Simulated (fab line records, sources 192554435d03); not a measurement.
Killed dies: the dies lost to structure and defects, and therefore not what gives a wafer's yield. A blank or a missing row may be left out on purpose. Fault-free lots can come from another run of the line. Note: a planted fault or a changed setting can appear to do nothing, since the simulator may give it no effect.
fab line records -- flow n5-finfet
record lots=11, wafers=31, last-day=17
route steps=1938 shown HKMG_FIN@449 TV_LITHO@1886 TV_OPEN@1890 PASSIVATION@1926
lots with no fault: from the same line, run without faults
start-h: the number of hours between the record's first day and the start of the first shown wafer of the lot -- wait-h: hours from the lot's prior step to this one -- " repeats the value in the row above -- L1.1+2: several wafers, shown together as one row -- - no value, or no start was given -- * or withheld: withheld -- < > ~ a bound
route shown NAME@n: names a module that has steps shown in the file, with the first one's number in the route -- usual: mean/standard deviation of fault-free wafers -- same: alike in all rows -- chamber/n: place in a boat -- sites: readings site by site -- _std_site: the standard deviation of these -- _edge_site: inner sites' mean taken away from outer sites' mean -- radius-mm: for every site, how far away it sits from the centre of the wafer -- mask NAME#n: copy n -- behind: the tool/chamber that last shaped the wafer -- hold: reason for holding the lot/hours on hold/outcome of the hold -- device: whichever transistor did not switch (one of n, p or np) -- end of line: at the end of the route, the tests of the same wafers -- step lacking rows: just its recipe -- killed: not the wafer's yield, but the dies lost to structure and defects at the first sort -- map: a wafer's dies, marking killed ones x, the rest . and places with no die _
set.NAME: the setting that was run; set.NAME@STEP: the one run at that earlier step -- model.NAME: the simulator's own value behind a step, which no gauge read
steps of the route over a sample of lots; a table a step, a row a wafer
services: from which hour (start-h, from the record's first day; less than 0 if before it) a tool's chamber was out of use, for how many hours, and why
## steps
# step N5_HKMG_FIN_ALD_71
# recipe material=TiN, target-thk-a=10, temp-c=400, ald-precursor-family=TiCl4, ald-co-reactant=NH3, pulse-time-s=1, purge-time-s=3, co-reactant-purge-time-s=2, co-reactant-pulse-time-s=2, ald-cycles=47, pressure-torr=3
# usual heater-power-w=875/80, precursor-pulse-height-rel=1.001/0.019
# same purge-time-s=3
lot.wafer,tool,chamber,start-h,wait-h,heater-power-w,precursor-pulse-height-rel,since-wet-clean-h
L243.2,ald-metal-01,0,77.71,0.0,971,0.970,4356
L243.4,ald-metal-01,3,77.71,0.0,861,0.997,4356
L243.6,ald-metal-01,1,77.71,0.0,961,0.973,-
L246.1,ald-metal-04,2,94.33,0.0,951,1.006,2834
L246.2,ald-metal-04,1,94.33,0.0,870,0.969,2834
L246.5,ald-metal-04,2,94.33,0.0,933,1.025,-
L247.1,ald-metal-03,3,101.63,0.0,973,1.014,1303
L247.4,ald-metal-03,1,101.63,0.0,797,0.984,1303
L247.6,ald-metal-03,0,101.63,0.0,903,1.000,-
L248.4,ald-metal-01,2,105.55,0.0,875,1.027,4384
L248.6,ald-metal-01,2,105.55,0.0,902,1.010,-
L249.2,ald-metal-03,1,111.43,0.0,794,1.001,1313
L249.4,ald-metal-03,2,111.43,0.0,760,1.013,1313
L250.4,ald-metal-03,1,118.31,0.0,803,0.975,1320
L250.5,ald-metal-03,3,118.31,0.0,966,1.016,-
L250.6,ald-metal-03,2,118.31,0.0,754,0.992,-
L252.3,ald-metal-01,2,135.49,0.0,906,1.040,4414
L252.4,ald-metal-01,1,135.49,0.0,933,0.994,4414
L252.6,ald-metal-01,3,135.49,0.0,853,1.022,-
L253.1,ald-metal-01,3,141.93,0.0,861,1.031,4420
L253.3,ald-metal-01,1,141.93,0.0,935,0.971,4420
L253.4,ald-metal-01,2,141.93,0.0,888,1.003,4420
L255.2,ald-metal-01,1,151.75,0.0,946,1.005,4430
L255.3,ald-metal-01,3,151.75,0.0,867,1.005,4430
L255.6,ald-metal-01,2,151.75,0.0,899,1.035,-
L263.1,ald-metal-04,3,197.52,0.0,754,0.985,2937
L263.4,ald-metal-04,0,197.52,0.0,786,0.992,2937
L263.6,ald-metal-04,1,197.52,0.0,838,1.034,-
L266.2,ald-metal-04,0,215.62,0.0,786,0.978,2955
L266.5,ald-metal-04,0,215.62,0.0,798,0.979,-
L266.6,ald-metal-04,3,215.62,0.0,758,0.956,-
# step N5_PASSIVATION_DESCUM_12
# recipe chemistry=O2, time-s=7.9, source-power-w=50, bias-power-w=20, pressure-mtorr=20, rf-frequency-hz=2.712e+07, temp-c=40, o2-flow-sccm=225
# usual drypump-motor-current-A=5.91/0.3, oes-product-au=0.77/0.071, rf-vpp-V=243.1/1.3, showerhead-plenum-p-Torr=2.08/0.059, throttle-valve-pct=20.39/0.23
lot.wafer,tool,chamber,start-h,wait-h,drypump-motor-current-A,oes-product-au,rf-hours-counter-h,rf-vpp-V,showerhead-plenum-p-Torr,throttle-valve-pct
L243.2,rie-diel-05,3,272.97,0.4,6.10,0.72,209,243.8,2.13,20.43
L243.4,rie-diel-05,2,272.97,0.4,5.71,0.84,70,241.8,2.06,20.46
L243.6,rie-diel-05,2,272.97,0.4,5.71,0.84,-,243.1,2.06,20.44
L247.1,rie-diel-05,3,282.86,0.2,6.08,0.72,211,243.0,2.13,20.44
L247.4,rie-diel-05,0,282.86,0.2,5.56,0.73,227,243.8,2.05,20.53
L247.6,rie-diel-05,3,282.86,0.2,6.10,0.72,-,244.0,2.13,20.43
L249.2,rie-diel-02,2,284.37,0.3,6.12,0.91,27,244.0,2.24,20.40
L249.4,rie-diel-02,1,284.37,0.3,6.54,0.70,202,243.8,2.03,20.34
L246.1,rie-diel-05,2,284.41,0.1,5.73,0.84,73,243.8,2.06,20.46
L246.2,rie-diel-05,3,284.41,0.1,6.08,0.72,212,244.9,2.13,20.45
L246.5,rie-diel-05,0,284.41,0.1,5.53,0.73,-,242.2,2.05,20.50
L248.4,rie-diel-01,1,286.32,0.1,6.21,0.75,-,243.0,2.06,20.09
L248.6,rie-diel-01,2,286.32,0.1,5.58,0.85,-,245.0,2.10,20.11
L252.3,rie-diel-01,0,304.11,0.1,6.07,0.87,42,243.3,2.11,20.05
L252.4,rie-diel-01,3,304.11,0.1,5.90,0.72,209,242.2,2.00,20.62
L252.6,rie-diel-01,1,304.11,0.1,6.19,0.75,-,243.5,2.06,20.10
L250.4,rie-diel-01,1,309.26,0.0,6.19,0.74,166,242.3,2.06,20.10
L250.5,rie-diel-01,2,309.26,0.0,5.55,0.83,-,243.6,2.10,20.13
L250.6,rie-diel-01,1,309.26,0.0,6.22,0.74,-,244.9,2.06,20.12
L253.1,rie-diel-02,3,334.89,0.0,6.08,0.88,50,243.8,2.12,20.51
L253.3,rie-diel-02,1,334.89,0.0,6.57,0.68,216,242.4,2.03,20.36
L253.4,rie-diel-02,0,334.89,0.0,5.59,0.69,229,244.1,2.15,20.51
L255.2,rie-diel-01,2,335.14,0.1,5.58,0.83,75,244.0,2.10,20.12
L255.3,rie-diel-01,0,335.14,0.1,6.06,0.86,52,242.6,2.11,20.03
L255.6,rie-diel-01,0,335.14,0.1,6.07,0.86,-,244.4,2.11,20.04
L263.1,rie-diel-05,3,381.85,0.6,6.13,0.69,239,244.3,2.12,20.47
L263.4,rie-diel-05,2,381.85,0.6,5.73,0.79,-,243.1,2.04,20.50
L263.6,rie-diel-05,1,381.85,0.6,5.51,0.74,-,240.5,2.00,20.79
L266.2,rie-diel-05,1,400.25,0.0,5.52,0.73,208,240.4,2.00,20.80
L266.5,rie-diel-05,2,400.25,0.0,5.72,0.79,-,242.6,2.04,20.53
L266.6,rie-diel-05,1,400.25,0.0,5.52,0.73,-,241.5,2.00,20.81
# step N5_PASSIVATION_ETCH_15
# recipe chemistry=CF4/N2, target=SiCN, target-depth-a=750, taper-deg=2, time-s=81.2, ion-energy-ev=150, mask-material=SiNx, pressure-mtorr=40, source-w=430, bias-w=70, Ar_flow_sccm=100, cf4-flow-sccm=60, n2-flow-sccm=60
# usual drypump-motor-current-A=5.92/0.3, oes-product-au=0.77/0.075, rf-vpp-V=382.2/1.7, showerhead-plenum-p-Torr=2.20/0.065, throttle-valve-pct=15.44/0.21
lot.wafer,tool,chamber,start-h,wait-h,drypump-motor-current-A,oes-product-au,rf-hours-counter-h,rf-vpp-V,showerhead-plenum-p-Torr,throttle-valve-pct
L243.2,rie-diel-05,3,-,-,6.11,0.71,209,384.8,2.25,15.49
L243.4,rie-diel-05,2,-,-,5.70,0.85,71,380.4,2.14,15.20
L243.6,rie-diel-05,2,-,-,5.71,0.84,-,379.8,2.14,15.20
L247.1,rie-diel-05,3,-,-,6.12,0.71,212,385.4,2.25,15.49
L247.4,rie-diel-05,0,-,-,5.53,0.72,227,381.7,2.18,15.69
L247.6,rie-diel-05,3,-,-,6.11,0.71,-,382.5,2.25,15.50
L249.2,rie-diel-02,2,-,-,6.11,0.91,27,383.9,2.35,15.29
L249.4,rie-diel-02,1,-,-,6.55,0.70,203,382.2,2.19,15.66
L246.1,rie-diel-05,2,-,-,5.74,0.84,73,380.7,2.14,15.21
L246.2,rie-diel-05,3,-,-,6.11,0.70,212,385.1,2.25,15.50
L246.5,rie-diel-05,0,-,-,5.56,0.71,-,383.1,2.18,15.70
L248.4,rie-diel-01,1,-,-,6.20,0.76,-,382.7,2.19,15.32
L248.6,rie-diel-01,2,-,-,5.57,0.85,-,383.5,2.24,15.19
L252.3,rie-diel-01,0,-,-,6.09,0.86,42,382.9,2.24,15.09
L252.4,rie-diel-01,3,-,-,5.88,0.70,209,378.9,2.10,15.63
L252.6,rie-diel-01,1,-,-,6.21,0.75,-,381.4,2.19,15.32
L250.4,rie-diel-01,1,-,-,6.22,0.76,166,381.8,2.19,15.32
L250.5,rie-diel-01,2,-,-,5.58,0.84,-,383.3,2.23,15.21
L250.6,rie-diel-01,1,-,-,6.21,0.76,-,382.8,2.19,15.34
L253.1,rie-diel-02,3,-,-,6.06,0.89,50,382.5,2.25,15.64
L253.3,rie-diel-02,1,-,-,6.55,0.69,216,381.3,2.18,15.68
L253.4,rie-diel-02,0,-,-,5.58,0.70,229,385.1,2.26,15.63
L255.2,rie-diel-01,2,-,-,5.56,0.84,75,382.3,2.23,15.23
L255.3,rie-diel-01,0,-,-,6.07,0.86,52,383.7,2.24,15.10
L255.6,rie-diel-01,0,-,-,6.06,0.86,-,382.7,2.24,15.10
L263.1,rie-diel-05,3,-,-,6.12,0.68,240,383.7,2.24,15.54
L263.4,rie-diel-05,2,-,-,5.72,0.80,-,380.2,2.13,15.28
L263.6,rie-diel-05,1,-,-,5.51,0.75,-,377.7,2.10,15.74
L266.2,rie-diel-05,1,-,-,5.52,0.74,209,380.1,2.10,15.73
L266.5,rie-diel-05,2,-,-,5.73,0.79,-,380.1,2.13,15.29
L266.6,rie-diel-05,1,-,-,5.52,0.74,-,380.0,2.10,15.76
# step N5_PASSIVATION_OVL_MEAS_66
# recipe points-per-wafer=44
# usual PASS_OPEN_OVL=4/6
# same points-per-wafer=44
lot.wafer,tool,chamber,start-h,wait-h,PASS_OPEN_OVL[nm]
L243.2,overlay-02,0,276.39,0.0,4
L243.4,overlay-02,0,276.39,0.0,-1
L243.6,overlay-02,0,276.39,0.0,4
L247.1,overlay-01,0,287.14,0.0,2
L247.4,overlay-01,0,287.14,0.0,0
L247.6,overlay-01,0,287.14,0.0,5
L249.2,overlay-02,0,287.91,0.0,5
L249.4,overlay-02,0,287.91,0.0,-1
L246.1,overlay-02,0,288.41,0.0,8
L246.2,overlay-02,0,288.41,0.0,0
L246.5,overlay-02,0,288.41,0.0,0
L248.4,overlay-02,0,290.42,0.0,11
L248.6,overlay-02,0,290.42,0.0,3
L252.3,overlay-02,0,307.37,0.0,0
L252.4,overlay-02,0,307.37,0.0,-6
L252.6,overlay-02,0,307.37,0.0,1
L250.4,overlay-02,0,313.01,0.0,-1
L250.5,overlay-02,0,313.01,0.0,-8
L250.6,overlay-02,0,313.01,0.0,-3
L253.1,overlay-02,0,338.23,0.0,1
L253.3,overlay-02,0,338.23,0.0,3
L253.4,overlay-02,0,338.23,0.0,3
L255.2,overlay-02,0,339.18,0.0,-8
L255.3,overlay-02,0,339.18,0.0,0
L255.6,overlay-02,0,339.18,0.0,-5
L263.1,overlay-02,0,386.52,0.0,0
L263.4,overlay-02,0,386.52,0.0,13
L263.6,overlay-02,0,386.52,0.0,-5
L266.2,overlay-02,0,403.43,0.0,4
L266.5,overlay-02,0,403.43,0.0,4
L266.6,overlay-02,0,403.43,0.0,3
# step N5_PASSIVATION_PROBE_49
# usual defect-limited-yield=91.2/1.5, killed_at_M0_to_M3=31/10, killed_at_M4_up=15/5.9, killed-at-contacts=13/6, killed-at-front-end=41/11, killed-at-other=4/3.1, killed-dies=104/18, killed-on-rim=14/4.1, killed-open=68/13, killed-short=33/8.1, sort_bin_4_leakage=0.00/0.03, sort_bin_5_function=5.1/1.1, sort_bin_6_memory=3.2/0.69, sort_bin_8_speed=0.01/0.045, sort-n-pass=1076/18, sort-yield-pct=91.2/1.5
# same gross-dies=1180, killed-at-back-side=0
lot.wafer,tool,chamber,start-h,wait-h,defect-limited-yield[%],killed_at_M0_to_M3,killed_at_M4_up,killed-at-contacts,killed-at-front-end,killed-at-other,killed-dies,killed-on-rim,killed-open,killed-short,sort_bin_4_leakage[%],sort_bin_5_function[%],sort_bin_6_memory[%],sort_bin_8_speed[%],sort-n-pass,sort-yield-pct[%]
L247.1,prober-01,-,290.25,0.0,91.3,20,24,11,44,4,103,17,70,33,0,4.6,4.0,0,1077,91.3
L247.4,prober-01,-,290.40,0.2,89.3,31,11,20,59,5,126,16,82,34,0,5.9,3.9,0,1054,89.3
L247.6,prober-01,-,290.50,0.3,92.9,23,15,17,29,0,84,9,54,29,0,4.2,2.6,0,1096,92.9
L249.2,prober-01,-,291.12,0.1,91.7,30,11,9,45,3,98,7,65,30,0,5.4,2.7,0,1082,91.7
L249.4,prober-01,-,291.22,0.2,91.3,42,18,13,29,1,103,13,76,24,0,4.9,3.6,0,1077,91.3
L246.1,prober-01,-,292.22,0.0,90.3,42,13,13,44,3,115,19,84,30,0,6.2,3.4,0,1065,90.3
L246.2,prober-01,-,292.27,0.1,88.6,44,16,18,40,16,134,24,91,42,0,7.1,4.0,0,1046,88.6
L246.5,prober-01,-,292.42,0.2,89.2,41,25,6,44,12,128,13,87,41,0,6.3,4.2,0,1052,89.2
L248.4,prober-01,-,295.53,0.2,89.0,45,8,13,53,11,130,20,87,43,0,6.6,4.1,0,1050,89.0
L248.6,prober-01,-,295.63,0.3,90.0,38,23,19,32,6,118,15,85,32,0,6.1,3.5,0,1062,90.0
L250.4,prober-02,-,316.26,0.2,92.5,16,19,5,44,4,88,12,48,40,0,3.7,3.4,0,1092,92.5
L250.5,prober-02,-,316.31,0.2,91.4,23,16,15,40,7,101,11,60,39,0,5.5,3.1,0,1079,91.4
L250.6,prober-02,-,316.36,0.3,92.5,17,14,17,38,3,89,7,58,29,0,3.9,3.5,0,1091,92.5
L253.1,prober-01,-,342.66,0.9,91.7,41,14,11,30,2,98,11,60,37,0,5.1,2.8,0,1082,91.7
L253.3,prober-01,-,342.76,1.0,90.5,49,13,10,38,2,112,18,74,37,0,5.8,3.2,0.25,1065,90.3
L253.4,prober-01,-,342.81,1.0,83.4,44,8,3,140,1,196,37,69,41,0,10.3,4.2,0,984,83.4
L255.2,prober-01,-,343.01,0.6,91.7,17,32,5,44,0,98,9,72,25,0,4.8,3.1,0,1082,91.7
L255.3,prober-01,-,343.06,0.7,93.1,22,18,7,33,2,82,12,55,26,0,4.1,2.8,0,1098,93.1
L255.6,prober-01,-,343.21,0.8,85.3,21,19,22,107,4,173,31,63,35,0.08,8.4,4.6,0,1006,85.3
# killed by level:class
L247.1 FIN_SAQP:geometric-particle:short=9 STI_FIN_REVEAL:geometric-particle:open=9 BEOL_M0_SAQP:geometric-particle:open=9 MOL_CONTACT_COAG:geometric-particle:open=8 BEOL_M4:geometric-particle:open=8 FIN_SAQP:geometric-particle:open=6 BEOL_M0_SAQP:geometric-particle:short=5 BEOL_M7:geometric-particle:open=5
L247.4 MOL_CONTACT_COAG:geometric-particle:open=19 STI_FIN_REVEAL:geometric-particle:open=13 FIN_SAQP:geometric-particle:open=11 GATE_CUT:geometric-particle:short=9 BEOL_M0_SAQP:geometric-particle:open=8 BEOL_M2:geometric-particle:open=7 HKMG_FIN:area-etch=7 FIN_SAQP:geometric-particle:short=5
L247.6 MOL_CONTACT_COAG:geometric-particle:open=11 BEOL_M0_SAQP:geometric-particle:open=8 FIN_SAQP:geometric-particle:open=6 MOL_CONTACT_COAG:geometric-particle:short=6 BEOL_M0_SAQP:geometric-particle:short=6 GATE_CUT:geometric-particle:short=5 FIN_SAQP:geometric-particle:short=4 STI_FIN_REVEAL:geometric-particle:open=4
L249.2 STI_FIN_REVEAL:geometric-particle:open=14 BEOL_M1:geometric-particle:open=8 BEOL_M0_SAQP:geometric-particle:short=7 BEOL_M4:geometric-particle:open=6 MOL_CONTACT_COAG:geometric-particle:open=6 FIN_SAQP:geometric-particle:open=5 GATE_CUT:geometric-particle:short=5 BEOL_M0_SAQP:geometric-particle:open=5
L249.4 MOL_CONTACT_COAG:geometric-particle:open=12 BEOL_M3:geometric-particle:open=11 BEOL_M4:geometric-particle:open=10 STI_FIN_REVEAL:geometric-particle:open=7 BEOL_M0_SAQP:geometric-particle:open=7 FIN_SAQP:geometric-particle:open=6 BEOL_M0_SAQP:geometric-particle:short=6 BEOL_M1:geometric-particle:open=6
L246.1 STI_FIN_REVEAL:geometric-particle:open=15 FIN_SAQP:geometric-particle:open=10 MOL_CONTACT_COAG:geometric-particle:open=9 BEOL_M2:geometric-particle:open=8 BEOL_M0_SAQP:geometric-particle:open=8 BEOL_M4:geometric-particle:open=8 BEOL_M3:geometric-particle:open=7 FIN_SAQP:geometric-particle:short=6
L246.2 STI_FIN_REVEAL:geometric-particle:open=17 MOL_CONTACT_COAG:geometric-particle:open=15 BEOL_M4:geometric-particle:open=12 BEOL_M0_SAQP:geometric-particle:short=10 BEOL_M0_SAQP:geometric-particle:open=9 BEOL_M3:geometric-particle:open=8 FIN_SAQP:geometric-particle:open=7 BEOL_M1:geometric-particle:open=5
L246.5 STI_FIN_REVEAL:geometric-particle:open=17 FIN_SAQP:geometric-particle:short=12 BEOL_M4:geometric-particle:open=10 BEOL_M0_SAQP:geometric-particle:short=9 FIN_SAQP:geometric-particle:open=7 BEOL_M0_SAQP:geometric-particle:open=7 BEOL_M3:geometric-particle:open=7 BEOL_M1:geometric-particle:open=6
L248.4 FIN_SAQP:geometric-particle:open=16 BEOL_M2:geometric-particle:open=13 BEOL_M0_SAQP:geometric-particle:open=12 BEOL_M3:geometric-particle:open=8 FIN_SAQP:geometric-particle:short=7 MOL_CONTACT_COAG:geometric-particle:open=7 DUMMY_GATE:geometric-particle:open=6 MOL_CONTACT_COAG:geometric-particle:short=6
L248.6 BEOL_M4:geometric-particle:open=17 MOL_CONTACT_COAG:geometric-particle:open=15 FIN_SAQP:geometric-particle:open=10 BEOL_M3:geometric-particle:open=9 BEOL_M0_SAQP:geometric-particle:open=8 STI_FIN_REVEAL:geometric-particle:open=5 DUMMY_GATE:geometric-particle:open=4 MOL_CONTACT_COAG:geometric-particle:short=4
L250.4 FIN_SAQP:geometric-particle:short=13 FIN_SAQP:geometric-particle:open=9 BEOL_M4:geometric-particle:short=8 STI_FIN_REVEAL:geometric-particle:open=6 BEOL_M4:geometric-particle:open=5 GATE_CUT:geometric-particle:short=4 MOL_CONTACT_COAG:geometric-particle:open=4 BEOL_M2:geometric-particle:open=4
L250.5 FIN_SAQP:geometric-particle:open=12 FIN_SAQP:geometric-particle:short=11 MOL_CONTACT_COAG:geometric-particle:open=9 BEOL_M3:geometric-particle:open=7 BEOL_M4:geometric-particle:open=6 MOL_CONTACT_COAG:geometric-particle:short=6 BEOL_M4:geometric-particle:short=6 BEOL_M1:geometric-particle:open=4
L250.6 MOL_CONTACT_COAG:geometric-particle:open=15 FIN_SAQP:geometric-particle:short=7 FIN_SAQP:geometric-particle:open=7 BEOL_M2:geometric-particle:open=6 GATE_CUT:geometric-particle:short=5 BEOL_M1:geometric-particle:open=5 STARTING-WAFER:geometric-particle:open=4 STI_FIN_REVEAL:geometric-particle:open=3
L253.1 BEOL_M2:geometric-particle:open=11 BEOL_M0_SAQP:geometric-particle:short=10 FIN_SAQP:geometric-particle:open=9 MOL_CONTACT_COAG:geometric-particle:open=9 BEOL_M0_SAQP:geometric-particle:open=8 STARTING-WAFER:geometric-particle:short=7 BEOL_M0:geometric-particle:open=6 BEOL_M4:geometric-particle:open=6
L253.3 BEOL_M2:geometric-particle:open=15 FIN_SAQP:geometric-particle:open=12 BEOL_M0_SAQP:geometric-particle:open=12 FIN_SAQP:geometric-particle:short=8 BEOL_M2:geometric-particle:short=7 MOL_CONTACT_COAG:geometric-particle:open=6 BEOL_M0_SAQP:geometric-particle:short=6 MOL_CONTACT_COAG:geometric-particle:short=4
L253.4 HKMG_FIN:unspecified=85 FIN_SAQP:geometric-particle:open=18 BEOL_M2:geometric-particle:open=18 BEOL_M0_SAQP:geometric-particle:short=10 FIN_SAQP:geometric-particle:short=8 STI_FIN_REVEAL:geometric-particle:open=4 DUMMY_GATE:geometric-particle:open=4 GATE_CUT:geometric-particle:short=4
L255.2 STI_FIN_REVEAL:geometric-particle:open=15 BEOL_M4:geometric-particle:open=15 STARTING-WAFER:geometric-particle:open=7 BEOL_M5:geometric-particle:open=6 FIN_SAQP:geometric-particle:short=5 DUMMY_GATE:geometric-particle:open=5 BEOL_M3:geometric-particle:open=4 BEOL_M0_SAQP:geometric-particle:short=4
L255.3 BEOL_M4:geometric-particle:open=11 FIN_SAQP:geometric-particle:open=7 STI_FIN_REVEAL:geometric-particle:open=7 FIN_SAQP:geometric-particle:short=6 MOL_CONTACT_COAG:geometric-particle:open=6 BEOL_M0_SAQP:geometric-particle:short=6 BEOL_M3:geometric-particle:open=4 BEOL_M2:geometric-particle:open=4
L255.6 HKMG_FIN:unspecified=75 MOL_CONTACT_COAG:geometric-particle:open=16 FIN_SAQP:geometric-particle:short=11 FIN_SAQP:geometric-particle:open=8 STI_FIN_REVEAL:geometric-particle:open=8 BEOL_M4:geometric-particle:open=8 MOL_CONTACT_COAG:geometric-particle:short=6 BEOL_M0_SAQP:geometric-particle:short=6
## services
tool,chamber,start-h,hours,kind
rie-diel-05,-,61.62,1.0,repair
rie-diel-02,-,73.65,0.8,repair
ald-metal-04,1,120.06,7.5,repair
ald-metal-04,-,121.13,0.6,repair
rie-diel-05,-,126.82,0.3,repair
rie-diel-02,1,166.73,11.3,repair
rie-diel-01,-,169.77,0.6,repair
rie-diel-02,1,179.29,2.0,repair
rie-diel-02,0,186.27,8.8,repair
rie-diel-05,1,197.71,7.7,repair
rie-diel-02,1,230.86,7.7,repair
rie-diel-02,2,237.49,1.5,repair
rie-diel-01,-,271.14,0.8,repair
rie-diel-05,2,301.90,1.7,repair
ald-metal-01,-,302.70,0.5,repair
ald-metal-01,-,322.42,2.8,pm
ald-metal-01,0,340.26,4.7,repair
rie-diel-05,3,343.35,14.3,repair
rie-diel-01,3,345.53,1.9,repair
ald-metal-01,-,349.53,0.7,repair
rie-diel-02,-,350.58,7.0,repair
rie-diel-01,-,364.43,4.3,pm
rie-diel-05,1,368.75,8.7,repair
ald-metal-01,-,378.05,2.0,repair
## key
first-sign step=N5_PASSIVATION_PROBE_49, reading=killed-at-front-end, direction=up, sigmas=7.6, usual=41, struck=124
effect step=N5_PASSIVATION_PROBE_49, reading=defect-limited-yield, direction=down, sigmas=4.5, usual=91.2, struck=84.4
more-kills-born-at N5_HKMG_FIN_ALD_71@ald-metal-01=160
met-at N5_HKMG_FIN_ALD_71
struck-lots L253,L255
struck-wafers L253.4,L255.6
not-acting-at N5_PASSIVATION_DESCUM_12,N5_PASSIVATION_ETCH_15,N5_PASSIVATION_OVL_MEAS_66
onset-between 135.49 141.93
fault kind=chamber-particle-source, tool=ald-metal-01, chamber=2, onset-h=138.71, steps=N5_HKMG_FIN_ALD_71, rate-per-visit-cm2=0.84707, end-h=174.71
